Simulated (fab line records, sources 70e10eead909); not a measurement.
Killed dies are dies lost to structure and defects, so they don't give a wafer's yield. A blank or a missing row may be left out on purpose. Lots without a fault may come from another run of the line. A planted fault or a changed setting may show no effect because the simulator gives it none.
Which tool did it? | flow nand_harc | 12 lots, 36 wafers sampled, at 3 steps of a route of 1302

WHAT THE GAUGES READ, wafer by wafer
NHARC_A_ONON_D1_THK_MEAS_27: measures by ellipsometry.
lot  | measured     | on            | thk_nm (nm)
L075 | day 8 13:42  | film_metro-01 | 983 983 981
L077 | day 9 11:35  | film_metro-02 | 983 984 983
L079 | day 10 05:20 | film_metro-02 | 990 989 989
L081 | day 11 06:45 | film_metro-02 | 1008 1009 1009
L083 | day 12 04:40 | film_metro-01 | 1002 1004 1003
L085 | day 12 19:01 | film_metro-01 | 1001 999 1000
L087 | day 13 11:38 | film_metro-02 | 1002 1000 1000
L089 | day 14 14:45 | film_metro-01 | 996 995 996
L091 | day 14 23:50 | film_metro-01 | 1008 1009 1008
L093 | day 16 11:33 | film_metro-01 | 1000 1000 1001
L095 | day 17 05:38 | film_metro-02 | 1002 1002 1004
L097 | day 17 13:36 | film_metro-01 | 1002 1004 1001

WHICH TOOL RAN EACH LOT (tool, then ch and the chambers of the sampled wafers, then the start)
lot  | NHARC_P_M2_DESCUM_14               | NHARC_P_M2_ANNEAL_31
L075 | rie_diel-02 ch 1,2,3, day 6 17:22  | rtp_anneal-02 ch 0, day 6 19:07
L077 | rie_diel-02 ch 0,2,3, day 7 11:29  | rtp_anneal-02 ch 0, day 7 13:16
L079 | rie_diel-13 ch 1,2,3, day 8 08:47  | rtp_anneal-01 ch 0, day 8 10:50
L081 | rie_diel-13 ch 0,1,2, day 9 08:55  | rtp_anneal-01 ch 0, day 9 10:40
L083 | rie_diel-13 ch 0,1, day 10 07:21   | rtp_anneal-02 ch 0, day 10 09:06
L085 | rie_diel-13 ch 1,2,3, day 11 00:56 | rtp_anneal-02 ch 0, day 11 02:49
L087 | rie_diel-02 ch 0,1, day 11 16:50   | rtp_anneal-01 ch 0, day 11 18:39
L089 | rie_diel-10 ch 2,3, day 12 19:42   | rtp_anneal-01 ch 0, day 12 21:44
L091 | rie_diel-10 ch 1,2,3, day 13 07:35 | rtp_anneal-02 ch 0, day 13 09:24
L093 | rie_diel-02 ch 0,2,3, day 14 14:02 | rtp_anneal-02 ch 0, day 14 15:54
L095 | rie_diel-02 ch 0,1,3, day 15 07:34 | rtp_anneal-01 ch 0, day 15 09:23
L097 | rie_diel-10 ch 0,1,3, day 15 19:02 | rtp_anneal-01 ch 0, day 15 20:50
- NHARC_P_M2_DESCUM_14: chemistry O2, time 3 s.
- NHARC_P_M2_ANNEAL_31: time 90 s.

THE ANSWER, worked out from the rows above alone
Rule: what is usual is taken from the lots themselves. Put in order of their means at a reading, lots are off if they are a third of the lots or fewer, leave a main group of 4 or more, and stand apart from it by a gap of 3 or more times the standard deviation of the main group's means; of several such gaps the widest counts. A main group whose means are all the same, to the digits that the tables above print for the reading, isn't used. A lot without any number at a reading at which 4 lots or more have one is off too. The other lots that the step has rows for count as sound.
No lot is off at any reading shown: from this, nothing can be told.

WHAT THE SIMULATOR HAD PUT IN
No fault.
